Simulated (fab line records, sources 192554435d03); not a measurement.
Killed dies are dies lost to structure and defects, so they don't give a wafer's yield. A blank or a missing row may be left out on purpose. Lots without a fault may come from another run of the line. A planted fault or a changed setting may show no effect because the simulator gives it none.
fab line records | flow n5_finfet
record lots=7 wafers=21
route steps=1938 shown WELL_APT@24 PMOS_HMC_CHANNEL_EPI@63 FIN_CUT@155 DUMMY_GATE@215 SD_EPI_N@263 SD_EPI_P@295
start_h: hours from the record's first day to the start of the lot's first wafer shown | wait_h: hours since the lot's step before | " the same as in the row above | L1.1+2: a row that stands for several wafers | - no value, or no start given | * or withheld: withheld | < > ~ a bound
route shown NAME@n: a module of which the file shows steps, and the number in the route of the first | usual: mean/standard deviation of fault-free wafers | same: alike in all rows | chamber/n: place in a boat | sites: the reading at each site | _std_site: their standard deviation | _edge_site: outer sites' mean less inner sites' | radius_mm: how far each site lies from the wafer's centre | mask NAME#n: copy n | behind: the tool/chamber that last shaped the wafer | hold: why the lot was held/for how many hours/how that ended | device: the transistor (n, p or np) that didn't switch | end of line: the same wafers' tests at the end of the route | a step without rows: its recipe alone | killed: dies lost to structure and defects at the first sort, not the wafer's yield | map: a wafer's dies, x killed, . not, _ none there
set.NAME: the setting as run; set.NAME@STEP: as run at that earlier step | model.NAME: the simulator's own value behind a step, which no gauge read
lots whose settings were changed on purpose; a table a step, a row a wafer
## steps
# step N5_WELL_APT_EXPOSE_05
# recipe mask_id=NWELL na=0.8 source_shape=conventional sigma_outer=0.8 polarization=unpolarized defocus_nm=0 target_cd_nm=200 dose_mj=20.3
# columns lot.wafer tool chamber start_h wait_h mask set.dose_mj
L075.4+6 krf_scanner-01 0 19.68 - NWELL#0 20.3
L075.5 " 0 " " NWELL#0 18.87
L076.1+3+6 krf_scanner-01 0 25.64 - NWELL#0 20.3
L077.1+5 krf_scanner-01 0 31.72 - NWELL#0 20.3
L077.2 " 0 " " NWELL#0 19.55
L078.1+4+5 krf_scanner-01 0 37.53 - NWELL#0 20.3
L092.3+5 krf_scanner-01 0 122.34 - NWELL#0 20.3
L092.4 " 0 " " NWELL#0 21.74
L095.3 krf_scanner-02 0 139.65 - NWELL#0 20.3
L095.4+5 " 0 " " NWELL#0 19.31
L096.1+2 krf_scanner-01 0 145.67 - NWELL#0 21.27
L096.4 " 0 " " NWELL#0 20.3
# step N5_WELL_APT_DEVELOP_07
# recipe develop_time_s=45 rinse_liquid=surfactant_rinse dry=air_spin dev_temp_c=21
# columns lot.wafer tool chamber start_h wait_h set.develop_time_s
L075.4 litho_track-02 0 - - 37.75
L075.5+6 " 0 " " 45
L076.1+3+6 litho_track-02 0 - - 45
L077.1+5 litho_track-03 0 - - 45
L077.2 " 0 " " 36.08
L078.1 litho_track-03 0 - - 45
L078.4+5 " 0 " " 35.34
L092.3+4+5 litho_track-03 0 - - 45
L095.3+5 litho_track-02 0 - - 45
L095.4 " 0 " " 48.51
L096.1 litho_track-03 0 - - 51.57
L096.2+4 " 0 " " 45
# step N5_WELL_APT_HARDBAKE_12
# recipe temp_c=130 time_s=120
# step N5_WELL_APT_CD_MEAS_08
# recipe target_cd_nm=200 landing_energy_ev=500 detector=se_inlens
# usual cd_nm=199.6/1.2
# columns lot.wafer tool chamber start_h wait_h set.dose_mj@WELL_APT_EXPOSE_05 cd_nm
L075.4 cd_sem-01 0 19.84 - 20.3 197.0
L075.5 " 0 " " 18.87 185.4
L075.6 " 0 " " 20.3 197.9
L076.1 cd_sem-02 0 25.81 - 20.3 197.7
L076.3 " 0 " " 20.3 199.4
L076.6 " 0 " " 20.3 199.8
L077.1 cd_sem-01 0 31.89 - 20.3 201.7
L077.2 " 0 " " 19.55 196.0
L077.5 " 0 " " 20.3 200.6
L078.1 cd_sem-01 0 37.70 - 20.3 200.3
L078.4 " 0 " " 20.3 199.2
L078.5 " 0 " " 20.3 198.1
L092.3 cd_sem-02 0 122.50 - 20.3 199.8
L092.4 " 0 " " 21.74 213.2
L092.5 " 0 " " 20.3 200.5
L095.3 cd_sem-02 0 139.81 - 20.3 198.8
L095.4 " 0 " " 19.31 192.3
L095.5 " 0 " " 19.31 192.7
L096.1 cd_sem-01 0 145.85 - 21.27 209.2
L096.2 " 0 " " 21.27 208.2
L096.4 " 0 " " 20.3 200.6
# step N5_WELL_APT_DESCUM_13
# recipe chemistry=O2 time_s=7.9 source_power_w=50 bias_power_w=20 pressure_mtorr=20 rf_frequency_hz=2.712e+07 temp_c=40 o2_flow_sccm=225
# columns lot.wafer tool chamber start_h wait_h set.dose_mj@WELL_APT_EXPOSE_05 model.WELL_APT.cd_nm
L075.4 rie_diel-05 0 19.92 0.0 20.3 196.8
L075.5 " 1 " " 18.87 185.3
L075.6 " 0 " " 20.3 197.6
L076.1 rie_diel-02 1 25.90 0.0 20.3 197.7
L076.3 " 0 " " 20.3 199.3
L076.6 " 0 " " 20.3 199.7
L077.1 rie_diel-02 3 32.00 0.1 20.3 201.6
L077.2 " 0 " " 19.55 195.7
L077.5 " 0 " " 20.3 200.7
L078.1 rie_diel-02 0 38.57 0.8 20.3 200.3
L078.4 " 1 " " 20.3 199.5
L078.5 " 0 " " 20.3 198
L092.3 rie_diel-05 1 122.63 0.1 20.3 200
L092.4 " 2 " " 21.74 213.3
L092.5 " 2 " " 20.3 200.2
L095.3 rie_diel-03 1 139.89 0.0 20.3 199.1
L095.4 " 3 " " 19.31 192.1
L095.5 " 1 " " 19.31 192.5
L096.1 rie_diel-03 3 146.26 0.4 21.27 209
L096.2 " 2 " " 21.27 207.9
L096.4 " 2 " " 20.3 200.3
# step N5_PMOS_HMC_CHANNEL_EPI_PEB_07
# recipe peb_temp_c=110 peb_time_s=60 resist=CAR-ArF-block
# columns lot.wafer tool chamber start_h wait_h set.peb_temp_c
L075.4+6 litho_track-05 0 23.08 0.0 110
L075.5 " 0 " " 112.6
L076.1+3+6 litho_track-05 0 29.12 0.1 110
L077.1+5 litho_track-01 0 35.49 0.1 110
L077.2 " 0 " " 107.7
L078.1+4+5 litho_track-02 0 42.06 0.1 110
L092.3+4 litho_track-05 0 125.65 0.0 110
L092.5 " 0 " " 108.6
L095.3+4+5 litho_track-01 0 143.74 0.0 111.9
L096.1 litho_track-05 0 149.43 0.1 110
L096.2+4 " 0 " " 107.3
# step N5_PMOS_HMC_CHANNEL_EPI_DEVELOP_08
# recipe develop_time_s=30 developer=TMAH resist=CAR-ArF-block dev_temp_c=23 rinse_liquid=diw dry=air_spin
# columns lot.wafer tool chamber start_h wait_h set.develop_time_s
L075.4 litho_track-05 0 - - 27.01
L075.5+6 " 0 " " 30
L076.1+3+6 litho_track-05 0 - - 30
L077.1 litho_track-01 0 - - 24.57
L077.2+5 " 0 " " 30
L078.1+4 litho_track-02 0 - - 30
L078.5 " 0 " " 35.31
L092.3+4+5 litho_track-05 0 - - 30
L095.3 litho_track-01 0 - - 33.75
L095.4+5 " 0 " " 30
L096.1 litho_track-05 0 - - 30
L096.2+4 " 0 " " 26.76
# step N5_PMOS_HMC_CHANNEL_EPI_CD_MEAS_09
# recipe target_cd_nm=237.4 landing_energy_ev=500 detector=se_inlens
# usual cd_nm=237.5/0.83
# columns lot.wafer tool chamber start_h wait_h set.peb_temp_c@PMOS_HMC_CHANNEL_EPI_PEB_07 cd_nm
L075.4 cd_sem-02 0 23.15 - 110 237.2
L075.5 " 0 " " 112.6 244.4
L075.6 " 0 " " 110 236.7
L076.1 cd_sem-03 0 29.19 - 110 236.4
L076.3 " 0 " " 110 236.7
L076.6 " 0 " " 110 236.6
L077.1 cd_sem-03 0 35.55 - 110 235.4
L077.2 " 0 " " 107.7 230.9
L077.5 " 0 " " 110 237.7
L078.1 cd_sem-01 0 42.12 - 110 237.6
L078.4 " 0 " " 110 237.3
L078.5 " 0 " " 110 239.0
L092.3 cd_sem-01 0 125.72 - 110 237.1
L092.4 " 0 " " 110 237.5
L092.5 " 0 " " 108.6 233.4
L095.3 cd_sem-03 0 143.80 - 111.9 243.0
L095.4 " 0 " " 111.9 242.5
L095.5 " 0 " " 111.9 242.3
L096.1 cd_sem-01 0 149.50 - 110 237.5
L096.2 " 0 " " 107.3 227.5
L096.4 " 0 " " 107.3 228.8
# step N5_PMOS_HMC_CHANNEL_EPI_DESCUM_14
# recipe chemistry=O2 time_s=7.9 source_power_w=50 bias_power_w=20 pressure_mtorr=20 rf_frequency_hz=2.712e+07 temp_c=40 resist=CAR-ArF-block o2_flow_sccm=225
# columns lot.wafer tool chamber start_h wait_h set.peb_temp_c@PMOS_HMC_CHANNEL_EPI_PEB_07 model.PMOS_HMC_CHANNEL_EPI.cd_nm
L075.4 rie_diel-06 2 23.23 0.0 110 237
L075.5 " 2 " " 112.6 244.6
L075.6 " 3 " " 110 237.4
L076.1 rie_diel-06 1 29.28 0.0 110 236.6
L076.3 " 2 " " 110 236.7
L076.6 " 2 " " 110 236.8
L077.1 rie_diel-04 3 35.77 0.2 110 235.3
L077.2 " 1 " " 107.7 230.6
L077.5 " 1 " " 110 237.6
L078.1 rie_diel-01 2 42.21 0.0 110 237.7
L078.4 " 1 " " 110 237.3
L078.5 " 3 " " 110 239
L092.3 rie_diel-01 3 125.80 0.0 110 237.1
L092.4 " 3 " " 110 237.7
L092.5 " 1 " " 108.6 233.3
L095.3 rie_diel-01 3 143.89 0.0 111.9 243
L095.4 " 2 " " 111.9 242.1
L095.5 " 3 " " 111.9 242.4
L096.1 rie_diel-06 3 149.74 0.2 110 237.6
L096.2 " 1 " " 107.3 227.5
L096.4 " 0 " " 107.3 228.9
# step N5_PMOS_HMC_CHANNEL_EPI_ETCH_32
# recipe chemistry=N2/H2 target=BARC stop_on=SiO2 target_depth_a=858 over_etch_frac=0.3 time_s=50.3 ion_energy_ev=200 mask_material=CAR-ArF-block pressure_mtorr=30 source_w=840 bias_w=150 n2_flow_sccm=200 h2_flow_sccm=200
# columns lot.wafer tool chamber start_h wait_h set.peb_temp_c@PMOS_HMC_CHANNEL_EPI_PEB_07 model.PMOS_HMC_CHANNEL_EPI.cd_nm
L075.4 rie_diel-06 2 23.27 0.0 110 239.2
L075.5 " 2 " " 112.6 247.1
L075.6 " 3 " " 110 239.8
L076.1 rie_diel-06 1 29.31 0.0 110 238.7
L076.3 " 2 " " 110 238.8
L076.6 " 2 " " 110 238.9
L077.1 rie_diel-04 3 35.81 0.0 110 237.9
L077.2 " 1 " " 107.7 232.9
L077.5 " 1 " " 110 240.1
L078.1 rie_diel-01 2 42.25 0.0 110 240.5
L078.4 " 1 " " 110 240
L078.5 " 3 " " 110 240.8
L092.3 rie_diel-01 3 125.84 0.0 110 238.6
L092.4 " 3 " " 110 239.6
L092.5 " 1 " " 108.6 236
L095.3 rie_diel-01 3 143.92 0.0 111.9 245.6
L095.4 " 2 " " 111.9 245.2
L095.5 " 3 " " 111.9 244.9
L096.1 rie_diel-06 3 149.77 0.0 110 240.6
L096.2 " 1 " " 107.3 229.3
L096.4 " 0 " " 107.3 232.1
# step N5_FIN_CUT_COAT_19
# recipe resist=SiARC temp_c=220 time_s=60 spin_rpm=1500 resist_thk_nm=20
# columns lot.wafer tool chamber start_h wait_h set.spin_rpm model.SiARC_of_FIN_CUT_COAT_19.thk_nm
L075.4+5+6 litho_track-05 0 - - 1427 20.4
L076.1+3+6 litho_track-05 0 - - 1500 20
L077.1 litho_track-02 0 - - 1500 20.2
L077.2+5 " 0 " " 1452 20.4
L078.1 litho_track-05 0 - - 1370 20.8
L078.4 " 0 " " 1370 21
L078.5 " 0 " " 1500 20
L092.3+4+5 litho_track-04 0 - - 1500 20
L095.3+4 litho_track-05 0 - - 1500 20
L095.5 " 0 " " 1666 19
L096.1+4 litho_track-02 0 - - 1454 20.4
L096.2 " 0 " " 1500 20
# step N5_FIN_CUT_COAT_29
# recipe resist=underlayer temp_c=205 time_s=60 spin_rpm=1500 resist_thk_nm=10
# step N5_FIN_CUT_COAT_02
# recipe resist=CAR-EUV spin_rpm=1500 resist_thk_nm=30
# step N5_FIN_CUT_DESCUM_13
# recipe chemistry=O2 time_s=7 source_power_w=50 bias_power_w=20 pressure_mtorr=20 rf_frequency_hz=2.712e+07 temp_c=40 resist=CAR-EUV o2_flow_sccm=225
# step N5_FIN_CUT_ETCH_30
# recipe chemistry=N2/H2 target=underlayer target_depth_a=130 mask_material=CAR-EUV time_s=10.4 ion_energy_ev=200 pressure_mtorr=30 source_w=840 bias_w=150 n2_flow_sccm=200 h2_flow_sccm=200 ends=cleared
# step N5_FIN_CUT_ETCH_20
# recipe chemistry=CF4 target=SiARC target_depth_a=260 mask_material=CAR-EUV time_s=43.3 ion_energy_ev=80 pressure_mtorr=40 source_w=545 bias_w=36 Ar_flow_sccm=100 cf4_flow_sccm=100 ends=cleared
# columns lot.wafer tool chamber start_h wait_h set.spin_rpm@FIN_CUT_COAT_19 model.etch.depth_nm
L075.4 rie_diel-06 1 32.79 0.0 1427 20.43
L075.5+6 " 3,2 " " 1427 20.42
L076.1+6 rie_diel-01 0,2 40.86 0.0 1500 20.02
L076.3 " 3 " " 1500 20.03
L077.1 rie_diel-06 2 45.77 0.0 1500 20.1
L077.2 " 3 " " 1452 20.4
L077.5 " 1 " " 1452 20.37
L078.1 rie_diel-04 2 52.53 0.0 1370 20.84
L078.4 " 0 " " 1370 20.96
L078.5 " 2 " " 1500 20.03
L092.3 rie_diel-04 1 134.90 0.0 1500 20.03
L092.4 " 2 " " 1500 19.99
L092.5 " 3 " " 1500 20.02
L095.3+4 rie_diel-01 0,1 153.42 0.0 1500 19.95
L095.5 " 2 " " 1666 18.94
L096.1 rie_diel-01 0 159.58 0.0 1454 20.3
L096.2 " 1 " " 1500 20.01
L096.4 " 0 " " 1454 20.31
# step N5_FIN_CUT_ETCH_21
# recipe chemistry=N2/H2 target=SOC target_depth_a=2190 overetch_a=438 mask_material=SiARC temp_c=40 ion_energy_ev=100 bias_w=61 time_s=523.5 pressure_mtorr=30 source_w=850 n2_flow_sccm=200 h2_flow_sccm=200
# columns lot.wafer tool chamber start_h wait_h set.spin_rpm@FIN_CUT_COAT_19 model.SiARC_of_FIN_CUT_COAT_19.thk_nm
L075.4+5+6 rie_diel-06 1,3,2 32.82 0.0 1427 12.4
L076.1+6 rie_diel-01 0,2 40.90 0.0 1500 11.8
L076.3 " 3 " " 1500 12
L077.1 rie_diel-06 2 45.81 0.0 1500 12
L077.2+5 " 3,1 " " 1452 12.4
L078.1 rie_diel-04 2 52.56 0.0 1370 12.8
L078.4 " 0 " " 1370 13
L078.5 " 2 " " 1500 12
L092.3+4+5 rie_diel-04 1,2,3 134.94 0.0 1500 11.8
L095.3+4 rie_diel-01 0,1 153.46 0.0 1500 11.8
L095.5 " 2 " " 1666 10.8
L096.1+4 rie_diel-01 0 159.62 0.0 1454 12.2
L096.2 " 1 " " 1500 11.8
# step N5_DUMMY_GATE_CVD_03
# recipe material=a-Si target_thk_a=1500 temp_c=530 precursor=SiH4 time_s=8042
# columns lot.wafer tool chamber start_h wait_h set.temp_c model.a-Si_of_DUMMY_GATE_CVD_03.thk_nm
L075.4 - - - 0.1 518.9 109.6
L075.5 " - " " 518.9 110.4
L075.6 " - " " 518.9 111.6
L076.1 lpcvd-01 0/65 51.51 0.1 530 151.2
L076.3 " 0/75 " " 530 150.4
L076.6 " 0/89 " " 530 151.6
L077.1 - - - 0.1 538.3 190.4
L077.2 " - " " 538.3 190
L077.5 " - " " 538.3 190.6
L078.1 - - - 0.1 519.2 109.8
L078.4+5 " - " " 519.2 111.6
L092.3+5 - - - 0.1 551.2 268.8
L092.4 " - " " 551.2 269
L095.3 - - - 0.1 548.5 253.4
L095.4 " - " " 548.5 252
L095.5 " - " " 548.5 250.8
L096.1+4 - - - 0.1 550.7 264.6
L096.2 " - " " 550.7 263.2
# step N5_DUMMY_GATE_PRECLEAN_46
# recipe chemistry=DIW time_s=89.5 temp_c=23
# step N5_DUMMY_GATE_SRD_47
# recipe dry_time_s=32 dry=n2_spin spin_rpm=1500
# step N5_DUMMY_GATE_CMP_04
# recipe material=a-Si post_cmp_clean=alkaline_brush
# usual time_to_endpoint_s=14.2/2.1
# columns lot.wafer tool chamber start_h wait_h set.temp_c@DUMMY_GATE_CVD_03 time_to_endpoint_s
L075.4 cmp-04 1 46.63 0.0 518.9 5.6
L075.5 " 1 " " 518.9 7.1
L075.6 " 2 " " 518.9 8.2
L076.3 cmp-04 2 55.25 0.0 530 12.1
L076.1 " 1 " " 530 10.8
L076.6 " 2 " " 530 11.4
L077.1 cmp-02 0 60.50 0.0 538.3 19.4
L077.2 " 1 " " 538.3 21.8
L077.5 " 0 " " 538.3 20.7
L078.4 cmp-02 1 67.45 0.2 519.2 9.5
L078.1 " 0 " " 519.2 7.3
L078.5 " 1 " " 519.2 7.9
L092.4 cmp-01 1 148.75 0.1 551.2 33.9
L092.3 " 3 " " 551.2 35.6
L092.5 " 0 " " 551.2 40.5
L095.4 cmp-04 3 166.98 0.1 548.5 35.5
L095.3 " 0 " " 548.5 34.3
L095.5 " 3 " " 548.5 33.8
L096.4 cmp-02 0 173.26 0.0 550.7 33.9
L096.2 " 2 " " 550.7 31.2
L096.1 " 3 " " 550.7 32.6
# step N5_SD_EPI_N_COAT_33
# recipe resist=SiARC temp_c=220 time_s=60 spin_rpm=1500 resist_thk_nm=35
# columns lot.wafer tool chamber start_h wait_h set.spin_rpm model.SiARC_of_SD_EPI_N_COAT_33.thk_nm
L075.4+5 litho_track-04 0 - - 1400 36
L075.6 " 0 " " 1500 34.8
L076.1+6 litho_track-04 0 - - 1500 35.2
L076.3 " 0 " " 1500 35
L077.1 litho_track-02 0 - - 1381 36.4
L077.2 " 0 " " 1500 35
L077.5 " 0 " " 1500 34.8
L078.1 litho_track-02 0 - - 1422 35.8
L078.4 " 0 " " 1500 35
L078.5 " 0 " " 1422 36
L092.3 litho_track-04 0 - - 1500 35.2
L092.4 " 0 " " 1500 35
L092.5 " 0 " " 1645 33.4
L095.3+4 litho_track-03 0 - - 1395 36.2
L095.5 " 0 " " 1500 35
L096.1+2 litho_track-04 0 - - 1500 35
L096.4 " 0 " " 1346 37
# step N5_SD_EPI_N_DESCUM_14
# recipe chemistry=O2 time_s=7.9 source_power_w=50 bias_power_w=20 pressure_mtorr=20 rf_frequency_hz=2.712e+07 temp_c=40 resist=CAR-ArF-block o2_flow_sccm=225
# columns lot.wafer tool chamber start_h wait_h set.time_s
L075.4+5+6 rie_diel-02 3,0,2 54.13 0.6 7.9
L076.1+3+6 rie_diel-05 0,1,0 62.81 0.0 7.9
L077.1+2 rie_diel-05 0,1 67.81 0.0 7.9
L077.5 " 3 " " 9.101
L078.1+4 rie_diel-03 2,3 74.36 0.0 7.036
L078.5 " 1 " " 7.9
L092.3+5 rie_diel-03 3 155.90 0.1 9.302
L092.4 " 2 " " 7.9
L095.3 rie_diel-02 1 174.03 0.0 7.398
L095.4+5 " 0 " " 7.9
L096.1+4 rie_diel-05 1,3 183.21 0.1 7.9
L096.2 " 2 " " 9.432
# step N5_SD_EPI_N_ETCH_34
# recipe chemistry=CF4 target=SiARC target_depth_a=455 mask_material=CAR-ArF-block time_s=75.8 ion_energy_ev=80 pressure_mtorr=40 source_w=545 bias_w=36 Ar_flow_sccm=100 cf4_flow_sccm=100 ends=cleared
# usual etch_rf_on_time_s=76.0/1.1
# columns lot.wafer tool chamber start_h wait_h set.spin_rpm@SD_EPI_N_COAT_33 etch_rf_on_time_s model.CAR-ArF-block_of_SD_EPI_N_COAT_03.thk_nm model.etch.depth_nm
L075.4 rie_diel-02 3 54.17 0.0 1400 76.5 110.4 36.08
L075.5 " 0 " " 1400 77.9 110.4 36.06
L075.6 " 2 " " 1500 75.7 111.8 34.82
L076.1 rie_diel-05 0 62.84 0.0 1500 74.3 111.2 35.19
L076.3 " 1 " " 1500 75.3 111.4 35.09
L076.6 " 0 " " 1500 73.8 111.2 35.12
L077.1 rie_diel-05 0 67.84 0.0 1381 77.4 108.8 36.38
L077.2 " 1 " " 1500 75.6 110.4 35.08
L077.5 " 3 " " 1500 74.6 109.8 34.86
L078.1 rie_diel-03 2 74.39 0.0 1422 79.8 111 35.79
L078.4 " 3 " " 1500 75.8 111.4 34.96
L078.5 " 1 " " 1422 79.2 110.2 36.01
L092.3 rie_diel-03 3 155.93 0.0 1500 76.0 110.2 35.2
L092.4 " 2 " " 1500 76.7 111.4 35.08
L092.5 " 3 " " 1645 72.3 112.2 33.48
L095.3 rie_diel-02 1 174.07 0.0 1395 79.5 110.2 36.25
L095.4 " 0 " " 1395 79.4 110.2 36.22
L095.5 " 0 " " 1500 77.0 111.8 34.94
L096.1 rie_diel-05 1 183.24 0.0 1500 77.2 111.6 35.07
L096.2 " 2 " " 1500 77.2 111.4 35.09
L096.4 " 3 " " 1346 79.3 110.2 37.05
# step N5_SD_EPI_P_COAT_34
# recipe resist=SOC temp_c=250 time_s=60 spin_rpm=1500 resist_thk_nm=350
# columns lot.wafer tool chamber start_h wait_h set.spin_rpm model.SOC_of_SD_EPI_P_COAT_34.thk_nm
L075.4 litho_track-02 0 58.11 0.0 1500 349.4
L075.5+6 " 0 " " 1599 338.6
L076.1 litho_track-05 0 66.82 0.0 1500 351.4
L076.3 " 0 " " 1500 350.8
L076.6 " 0 " " 1500 350.2
L077.1 litho_track-02 0 71.87 0.0 1402 361
L077.2 " 0 " " 1402 360.8
L077.5 " 0 " " 1402 360.4
L078.1 litho_track-01 0 79.08 0.0 1416 360
L078.4 " 0 " " 1416 360.6
L078.5 " 0 " " 1500 349.6
L092.3 litho_track-02 0 160.62 0.0 1365 367.6
L092.4 " 0 " " 1500 350.8
L092.5 " 0 " " 1500 350.2
L095.3+5 litho_track-05 0 179.38 0.0 1564 343.6
L095.4 " 0 " " 1500 350.2
L096.1 litho_track-02 0 188.48 0.0 1500 349.6
L096.2 " 0 " " 1500 349.4
L096.4 " 0 " " 1448 356.6
## key
split step=N5_WELL_APT_EXPOSE_05 setting=dose_mj stated=20.3 by=wafer
response step=N5_WELL_APT_CD_MEAS_08 reading=cd_nm change=+1.66 per=1% r=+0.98
response step=N5_WELL_APT_DESCUM_13 reading=model.WELL_APT.cd_nm change=+1.68 per=1% r=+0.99
split step=N5_WELL_APT_DEVELOP_07 setting=develop_time_s stated=45 by=wafer
response none clear
split step=N5_PMOS_HMC_CHANNEL_EPI_PEB_07 setting=peb_temp_c stated=110 by=wafer
response step=N5_PMOS_HMC_CHANNEL_EPI_CD_MEAS_09 reading=cd_nm change=+3.26 per=1% r=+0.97
response step=N5_PMOS_HMC_CHANNEL_EPI_DESCUM_14 reading=model.PMOS_HMC_CHANNEL_EPI.cd_nm change=+3.3 per=1% r=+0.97
response step=N5_PMOS_HMC_CHANNEL_EPI_ETCH_32 reading=model.PMOS_HMC_CHANNEL_EPI.cd_nm change=+3.35 per=1% r=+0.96
split step=N5_PMOS_HMC_CHANNEL_EPI_DEVELOP_08 setting=develop_time_s stated=30 by=wafer
response none clear
split step=N5_FIN_CUT_COAT_19 setting=spin_rpm stated=1500 by=wafer
response step=N5_FIN_CUT_COAT_19 reading=model.SiARC_of_FIN_CUT_COAT_19.thk_nm change=-0.0954 per=1% r=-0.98
response step=N5_FIN_CUT_ETCH_20 reading=model.etch.depth_nm change=-0.0946 per=1% r=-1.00
response step=N5_FIN_CUT_ETCH_21 reading=model.SiARC_of_FIN_CUT_COAT_19.thk_nm change=-0.0984 per=1% r=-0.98
split step=N5_DUMMY_GATE_CVD_03 setting=temp_c stated=530 by=lot
response step=N5_DUMMY_GATE_CVD_03 reading=model.a-Si_of_DUMMY_GATE_CVD_03.thk_nm change=+26 per=1% r=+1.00
response step=N5_DUMMY_GATE_CMP_04 reading=time_to_endpoint_s change=* per=1% r=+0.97
split step=N5_SD_EPI_N_COAT_33 setting=spin_rpm stated=1500 by=wafer
response step=N5_SD_EPI_N_COAT_33 reading=model.SiARC_of_SD_EPI_N_COAT_33.thk_nm change=-0.183 per=1% r=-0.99
response step=N5_SD_EPI_N_ETCH_34 reading=etch_rf_on_time_s change=* per=1% r=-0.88
response step=N5_SD_EPI_N_ETCH_34 reading=model.CAR-ArF-block_of_SD_EPI_N_COAT_03.thk_nm change=+0.162 per=1% r=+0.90
response step=N5_SD_EPI_N_ETCH_34 reading=model.etch.depth_nm change=-0.183 per=1% r=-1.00
split step=N5_SD_EPI_N_DESCUM_14 setting=time_s stated=7.9 by=wafer
response none clear
split step=N5_SD_EPI_P_COAT_34 setting=spin_rpm stated=1500 by=wafer
response step=N5_SD_EPI_P_COAT_34 reading=model.SOC_of_SD_EPI_P_COAT_34.thk_nm change=-1.82 per=1% r=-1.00
